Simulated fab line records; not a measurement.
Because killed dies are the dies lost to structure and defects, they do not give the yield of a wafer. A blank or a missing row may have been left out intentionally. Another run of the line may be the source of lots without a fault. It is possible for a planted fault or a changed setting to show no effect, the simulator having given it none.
fab line records	flow nand-harc
record lots=11	wafers=33	last-day=25
route steps=1159 shown A_CONTACT@945 A_M1@1033
lots that met no fault: from a run of the same line without faults
start-h: hours from the record's opening day to when the first of the lot's shown wafers began	wait-h: hours from the lot's prior step to this one	" the same as in the row above	L1.1+2: several wafers, shown together as one row	- value missing, or start not given	* or withheld: withheld	< > ~ a bound
route shown NAME@n: NAME is a module with steps in the file, n the number in the route of the first one	usual: mean and standard deviation over wafers with no fault	same: alike in all rows	chamber/n: place in a boat	sites: each site's reading	_std_site: standard deviation of those values	_edge_site: the outer-site mean with the inner-site mean subtracted	radius-mm: how far each site lies from the wafer's centre	mask NAME#n: copy n	behind: tool/chamber where the wafer was last shaped	hold: reason for holding the lot/hours on hold/outcome of the hold	device: which transistor (n, p or np) failed to switch	end of line: the route-end tests of the same wafers	step lacking rows: just its recipe	killed: dies that structure and defects cost at the first sort, which is not the same as the wafer's yield	map: a wafer's dies, x killed, . not, _ none there
set.NAME: the setting as run; set.NAME@STEP: as run at that earlier step	model.NAME: the simulator's own value behind a step, which no gauge read
steps of the route over a sample of lots; a table a step, a row a wafer
services: from which hour (start-h, from the record's first day; less than 0 if before it) a tool's chamber was out of use, for how many hours, and why
## steps
# step NHARC_A_CONTACT_ETCH_136
# recipe source-w=withheld	pressure-mtorr=20	bias-v=3000	time-s=132	target-depth-a=12870	ar-flow-sccm=withheld	c4f8-flow-sccm=withheld	o2-flow-sccm=withheld	chemistry=C4F8/O2/Ar
# usual oes-air-line-au=0.998/0.02
lot.wafer	tool	chamber	start-h	wait-h	oes-air-line-au	rf-hours-counter-h
L676.1	har-cap-etch-01	1	386.15	0.1	0.982	50
L676.3	"	0	"	"	1.001	-
L676.6	"	0	"	"	0.980	-
L683.1	har-cap-etch-02	1	430.10	0.1	0.977	17
L683.3	"	1	"	"	0.978	-
L683.4	"	0	"	"	1.007	-
L682.2	har-cap-etch-01	1	430.85	0.1	0.998	56
L682.4	"	0	"	"	1.012	-
L682.6	"	0	"	"	1.013	-
L686.3	har-cap-etch-02	0	452.10	0.1	0.984	-
L686.6	"	0	"	"	0.992	-
L686.5	"	1	"	"	0.998	-
L685.1	har-cap-etch-03	0	459.19	0.1	1.018	103
L685.3	"	0	"	"	1.003	-
L685.6	"	0	"	"	0.990	-
L689.1	har-cap-etch-03	0	462.29	0.1	1.012	103
L689.2	"	1	"	"	0.978	103
L689.6	"	1	"	"	0.970	-
L688.1	har-cap-etch-01	0	467.11	0.1	1.029	65
L688.4	"	0	"	"	1.003	-
L688.6	"	1	"	"	0.973	-
L691.2	har-cap-etch-01	1	469.75	0.1	1.004	66
L691.1	"	0	"	"	1.021	66
L691.5	"	0	"	"	1.002	-
L694.1	har-cap-etch-02	1	482.31	0.1	1.011	29
L694.5	"	0	"	"	1.005	-
L694.6	"	1	"	"	1.031	-
L695.2	har-cap-etch-01	0	498.91	0.1	1.004	70
L695.1	"	1	"	"	1.020	70
L695.3	"	0	"	"	0.986	-
L697.2	har-cap-etch-01	1	517.35	0.1	1.009	74
L697.1	"	0	"	"	0.999	74
L697.6	"	1	"	"	0.998	-
# step NHARC_A_CONTACT_ETCH_98
# recipe target-depth-a=200	over-etch-frac=0.5	time-s=10	ion-energy-ev=250	c4f6-flow-sccm=25	o2-flow-sccm=20	ar-flow-sccm=500	rf-w=600	bias-w=500	chemistry=C4F6/O2
# usual bias-w=500.0/1.7	drypump-motor-current-A=5.8/0.45	oes-product-au=0.970/0.027	rf-vpp-V=547/3.5	showerhead-plenum-p-Torr=3.95/0.17	throttle-valve-pct=26.904/0.0085
lot.wafer	tool	chamber	start-h	wait-h	bias-w	drypump-motor-current-A	oes-product-au	rf-hours-counter-h	rf-vpp-V	showerhead-plenum-p-Torr	throttle-valve-pct
L676.3	rie-diel-13	0	-	-	499.1	5.7	0.962	39	547	3.95	26.905
L676.1	"	1	"	"	498.6	5.3	0.948	41	543	3.72	26.909
L676.6	"	3	"	"	501.5	5.4	0.926	-	541	3.64	26.906
L683.3	rie-diel-04	3	-	-	500.7	5.2	0.949	25	542	3.74	26.883
L683.4	"	0	"	"	499.0	5.9	0.951	25	548	3.99	26.919
L683.1	"	1	"	"	501.1	5.5	0.945	25	551	4.15	26.909
L682.4	rie-diel-06	1	-	-	501.8	6.5	1.004	3	550	4.06	26.907
L682.2	"	3	"	"	497.0	6.3	1.018	2	553	4.23	26.914
L682.6	"	2	"	"	503.2	6.4	1.010	-	548	3.97	26.900
L686.3	rie-diel-04	0	-	-	497.9	5.9	0.980	28	548	3.98	26.909
L686.6	"	2	"	"	498.8	5.8	0.943	-	545	3.86	26.902
L686.5	"	3	"	"	496.3	5.1	0.948	-	542	3.74	26.904
L685.3	rie-diel-04	0	-	-	499.5	5.9	0.944	30	550	3.98	26.892
L685.1	"	1	"	"	499.5	5.5	0.931	31	553	4.15	26.894
L685.6	"	0	"	"	500.2	5.8	0.942	-	548	3.98	26.908
L689.1	rie-diel-04	1	-	-	495.1	5.5	0.946	32	551	4.15	26.903
L689.2	"	2	"	"	501.0	5.8	0.949	32	547	3.86	26.900
L689.6	"	1	"	"	499.8	5.5	0.950	-	551	4.15	26.900
L688.4	rie-diel-06	2	-	-	499.1	6.5	0.995	16	548	3.96	26.917
L688.1	"	1	"	"	500.1	6.5	0.990	20	551	4.05	26.909
L688.6	"	2	"	"	500.6	6.4	0.987	-	547	3.96	26.908
L691.2	rie-diel-13	1	-	-	498.3	5.3	1.003	3	544	3.70	26.910
L691.1	"	3	"	"	502.0	5.4	1.001	3	552	4.22	26.898
L691.5	"	0	"	"	502.8	5.6	1.008	-	548	3.94	26.886
L694.1	rie-diel-04	0	-	-	501.1	5.9	0.926	1	548	3.98	26.907
L694.6	"	1	"	"	498.3	5.5	0.956	-	551	4.14	26.897
L694.5	"	2	"	"	500.6	5.8	0.954	-	545	3.86	26.900
L695.3	rie-diel-13	1	-	-	500.2	5.3	0.978	16	542	3.69	26.920
L695.2	"	2	"	"	501.0	6.5	0.968	16	553	4.18	26.903
L695.1	"	3	"	"	497.1	5.5	0.973	15	551	4.22	26.919
L697.1	rie-diel-04	1	-	-	498.8	5.5	0.945	7	553	4.14	26.909
L697.2	"	2	"	"	501.7	5.8	0.944	7	546	3.86	26.893
L697.6	"	3	"	"	503.3	5.1	0.920	-	542	3.73	26.907
# step NHARC_A_CONTACT_ETCH_110
# recipe target-depth-a=500	overetch-a=50	time-s=27.5	ion-energy-ev=100	cf4-flow-sccm=80	o2-flow-sccm=20	ar-flow-sccm=0	rf-w=300	bias-w=100	chemistry=CF4/O2
# usual bias-w=100.0/0.3	drypump-motor-current-A=5.7/0.43	oes_ar_750_au=1.000/0.0039	oes-product-au=1.001/0.0083	rf-vpp-V=198.0/1.6	showerhead-plenum-p-Torr=1.35/0.061	throttle-valve-pct=13.397/0.0083
lot.wafer	tool	chamber	start-h	wait-h	bias-w	drypump-motor-current-A	oes_ar_750_au	oes-product-au	rf-hours-counter-h	rf-vpp-V	showerhead-plenum-p-Torr	throttle-valve-pct
L676.1	rie-diel-13	0	387.57	0.1	100.3	5.7	1.000	1.002	39	198.6	1.35	13.406
L676.3	"	1	"	"	100.2	5.3	0.996	0.997	41	198.0	1.26	13.392
L676.6	"	3	"	"	100.2	5.4	0.997	0.998	-	195.8	1.23	13.397
L683.3	rie-diel-04	2	431.38	0.0	99.9	5.8	0.998	0.994	25	197.5	1.31	13.398
L683.1	"	3	"	"	100.0	5.1	0.992	0.998	25	195.6	1.27	13.380
L683.4	"	0	"	"	100.8	5.8	1.005	0.998	25	198.8	1.36	13.394
L682.4	rie-diel-04	3	432.15	0.0	99.9	5.1	1.007	0.989	25	196.1	1.27	13.385
L682.2	"	0	"	"	99.9	5.8	0.997	0.998	25	198.5	1.36	13.408
L682.6	"	0	"	"	100.5	5.8	1.000	1.006	-	198.6	1.36	13.393
L686.3	rie-diel-04	2	453.53	0.0	99.9	5.8	1.000	0.996	29	196.8	1.31	13.378
L686.5	"	2	"	"	100.1	5.8	1.001	0.991	-	197.5	1.31	13.392
L686.6	"	3	"	"	100.4	5.1	0.999	0.989	-	196.9	1.27	13.384
L685.1	rie-diel-04	1	460.65	0.1	99.6	5.4	1.001	1.002	31	197.5	1.42	13.394
L685.3	"	3	"	"	99.6	5.1	1.005	1.001	31	197.3	1.27	13.389
L685.6	"	1	"	"	100.0	5.5	0.996	1.000	-	200.2	1.42	13.397
L689.1	rie-diel-13	2	463.77	0.1	100.3	6.5	1.006	1.013	1	200.7	1.43	13.400
L689.2	"	3	"	"	100.3	5.4	0.999	0.996	1	200.4	1.45	13.393
L689.6	"	3	"	"	99.7	5.4	1.001	0.997	-	200.0	1.45	13.385
L688.1	rie-diel-13	0	468.44	0.1	100.6	5.6	1.006	1.001	2	197.4	1.34	13.395
L688.4	"	3	"	"	100.2	5.4	1.001	0.998	3	200.5	1.45	13.399
L688.6	"	1	"	"	99.7	5.3	0.995	1.002	-	195.9	1.25	13.389
L691.2	rie-diel-06	0	471.09	0.1	100.2	5.9	1.001	1.017	20	197.9	1.35	13.390
L691.1	"	3	"	"	100.0	6.3	1.001	1.005	19	199.6	1.44	13.393
L691.5	"	0	"	"	100.2	5.9	1.001	0.996	-	197.6	1.35	13.383
L694.1	rie-diel-04	0	483.58	0.1	99.5	5.8	0.996	0.994	1	198.8	1.36	13.389
L694.5	"	3	"	"	100.7	5.1	1.006	0.998	-	193.4	1.27	13.411
L694.6	"	0	"	"	99.8	5.8	0.999	1.007	-	198.7	1.36	13.405
L695.1	rie-diel-04	0	500.34	0.1	100.0	5.8	1.003	0.992	4	198.4	1.36	13.387
L695.3	"	1	"	"	99.8	5.5	1.004	1.003	4	199.2	1.41	13.386
L695.2	"	2	"	"	99.9	5.8	0.988	1.001	5	197.5	1.31	13.396
L697.1	rie-diel-06	3	519.05	0.2	100.4	6.3	0.997	1.000	37	198.7	1.44	13.386
L697.2	"	2	"	"	99.7	6.4	1.002	0.998	33	198.7	1.34	13.409
L697.6	"	3	"	"	100.3	6.2	1.000	0.988	-	200.1	1.44	13.391
# step NHARC_A_M1_EXPOSE_06
# recipe na=1.35	target-cd-nm=120	dose-mj=75.13	mask-id=A_M1
lot.wafer	tool	chamber	start-h	wait-h	mask
L676.1+3+6	arfi-scanner-01	0	408.11	-	A_M1#0
L683.1+3+4	arfi-scanner-02	0	445.16	-	A_M1#0
L682.2+4+6	arfi-scanner-03	0	445.99	-	A_M1#0
L686.3+5+6	arfi-scanner-03	0	469.04	-	A_M1#0
L685.1+3+6	arfi-scanner-03	0	479.64	-	A_M1#0
L689.1+2+6	arfi-scanner-02	0	482.38	-	A_M1#0
L688.1+4+6	arfi-scanner-01	0	498.41	-	A_M1#0
L691.1+2+5	arfi-scanner-02	0	498.71	-	A_M1#0
L694.1+5+6	arfi-scanner-01	0	513.13	-	A_M1#0
L695.1+2+3	arfi-scanner-02	0	518.11	-	A_M1#0
L697.1+2+6	arfi-scanner-01	0	535.07	-	A_M1#0
# step NHARC_A_M1_OVL_MEAS_10
# recipe pitch-nm=240
# usual overlay-x-nm=0.2/1.1	overlay-y-nm=0.1/0.71
lot.wafer	tool	chamber	start-h	wait-h	overlay-x-nm	overlay-y-nm
L676.1	overlay-02	-	408.34	-	1.4	-1.1
L676.3	"	-	"	"	1.0	-0.8
L676.6	"	-	"	"	1.5	-0.3
L683.1	overlay-01	-	445.39	-	-2.0	1.4
L683.3	"	-	"	"	-1.6	1.1
L683.4	"	-	"	"	-2.2	1.2
L682.2	overlay-02	-	446.22	-	29.6	-0.2
L682.4	"	-	"	"	29.7	0.9
L682.6	"	-	"	"	29.3	0.2
L686.3	overlay-02	-	469.26	-	29.2	-1.5
L686.5	"	-	"	"	29.8	-1.5
L686.6	"	-	"	"	29.2	-1.4
L685.1	overlay-02	-	479.87	-	30.0	0.4
L685.3	"	-	"	"	30.0	0.6
L685.6	"	-	"	"	30.0	0.5
L689.1	overlay-01	-	482.63	-	0.5	0.6
L689.2	"	-	"	"	0.8	0.6
L689.6	"	-	"	"	0.7	0.3
L688.1	overlay-01	-	498.64	-	0.6	-0.3
L688.4	"	-	"	"	0.8	0.1
L688.6	"	-	"	"	0.9	-0.1
L691.1	overlay-01	-	498.94	-	-1.0	1.4
L691.2	"	-	"	"	-1.1	0.9
L691.5	"	-	"	"	-1.5	0.3
L694.1	overlay-01	-	513.35	-	0.3	-0.5
L694.5	"	-	"	"	0.2	0.3
L694.6	"	-	"	"	0.7	0.2
L695.1	overlay-01	-	518.34	-	-1.1	-0.4
L695.2	"	-	"	"	-0.5	-1.0
L695.3	"	-	"	"	-0.4	-0.9
L697.1	overlay-01	-	535.29	-	0.5	-1.3
L697.2	"	-	"	"	0.8	-0.8
L697.6	"	-	"	"	0.9	-0.8
## services
tool	chamber	start-h	hours	kind
arfi-scanner-02	-	366.55	0.4	repair
arfi-scanner-01	-	368.00	4.0	pm
rie-diel-04	0	371.54	-	clean
rie-diel-04	1	371.54	-	clean
rie-diel-04	2	371.54	-	clean
rie-diel-04	3	371.54	-	clean
rie-diel-04	0	396.08	-	clean
rie-diel-04	1	396.08	-	clean
rie-diel-04	2	396.08	-	clean
rie-diel-04	3	396.08	-	clean
rie-diel-04	3	397.47	2.3	repair
arfi-scanner-02	-	405.98	2.7	repair
rie-diel-06	-	418.27	9.0	pm
rie-diel-04	0	420.66	-	clean
rie-diel-04	1	420.66	-	clean
rie-diel-04	2	420.66	-	clean
rie-diel-04	3	420.66	-	clean
arfi-scanner-01	-	425.41	20.6	repair
arfi-scanner-02	-	428.00	4.0	pm
rie-diel-13	2	445.58	10.8	repair
rie-diel-13	-	453.25	9.0	pm
rie-diel-04	-	466.30	9.0	pm
arfi-scanner-03	-	484.00	4.0	pm
arfi-scanner-03	-	514.63	0.6	repair
## key
first-sign step=NHARC_A_M1_OVL_MEAS_10	reading=overlay-x-nm	direction=up	sigmas=28	usual=0.2	struck=29.6
effect none on later readings
met-at NHARC_A_M1_EXPOSE_06
struck-lots L682,L685,L686
not-acting-at NHARC_A_CONTACT_ETCH_136,NHARC_A_CONTACT_ETCH_98,NHARC_A_CONTACT_ETCH_110
fault kind=scanner-matching-overlay	tool=arfi-scanner-03	chamber=-	onset-h=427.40	steps=NHARC_A_M1_EXPOSE_06	offset=29.234
